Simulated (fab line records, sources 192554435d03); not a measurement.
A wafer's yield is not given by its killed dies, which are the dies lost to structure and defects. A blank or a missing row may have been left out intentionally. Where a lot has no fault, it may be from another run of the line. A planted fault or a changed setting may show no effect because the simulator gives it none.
Matching of chambers :: flow n5Finfet :: N5_BEOL_M14_ETCH_68 on rieDiel-04 has 4 sister chambers
The step etches SOC in N2/H2, time 450 s. 4 wafers are shown with their chamber, then 8 later ones without.

WAFERS, EACH WITH ITS CHAMBER
wafer: L081.4
chamber: 1
drypumpMotorCurrentA (A): 6.2

wafer: L086.3
chamber: 0
drypumpMotorCurrentA (A): 6.1

wafer: L086.5
chamber: 2
drypumpMotorCurrentA (A): 5.9

wafer: L089.2
chamber: 3
drypumpMotorCurrentA (A): 5.5

WAFERS WITH NO CHAMBER GIVEN
wafer: L089.3
drypumpMotorCurrentA (A): 5.9

wafer: L089.5
drypumpMotorCurrentA (A): 6.2

wafer: L092.3
drypumpMotorCurrentA (A): 5.9

wafer: L092.4
drypumpMotorCurrentA (A): 6.2

wafer: L092.5
drypumpMotorCurrentA (A): 6.0

wafer: L093.1
drypumpMotorCurrentA (A): 6.0

wafer: L093.2
drypumpMotorCurrentA (A): 6.1

wafer: L093.6
drypumpMotorCurrentA (A): 6.1

EACH ONE'S CHAMBER
wafer: L089.3
from the rows above: 2
in truth: 2

wafer: L089.5
from the rows above: 1
in truth: 1

wafer: L092.3
from the rows above: 2
in truth: 2

wafer: L092.4
from the rows above: 1
in truth: 1

wafer: L092.5
from the rows above: can't be placed: 0 or 2
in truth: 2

wafer: L093.1
from the rows above: can't be placed: 0 or 2
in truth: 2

wafer: L093.2
from the rows above: 0
in truth: 0

wafer: L093.6
from the rows above: 0
in truth: 0
6 of 8 placed correctly. From these rows, 2 cannot be placed; in 2 the true chamber is one of the candidates. 0 placed wrongly.
How it was worked out, from the rows above alone: a wafer's distance from a chamber is the root of the sum, over the readings, of the square of ((its reading less the chamber's mean) divided by the reading's scatter). The wafer belongs to the nearest chamber; if the next one is less than 2 further off, it can't be placed. A chamber's mean is the mean of its shown wafers. The scatter: root of mean squared gap, hidden wafer to nearest shown wafer, with one shown wafer a chamber.
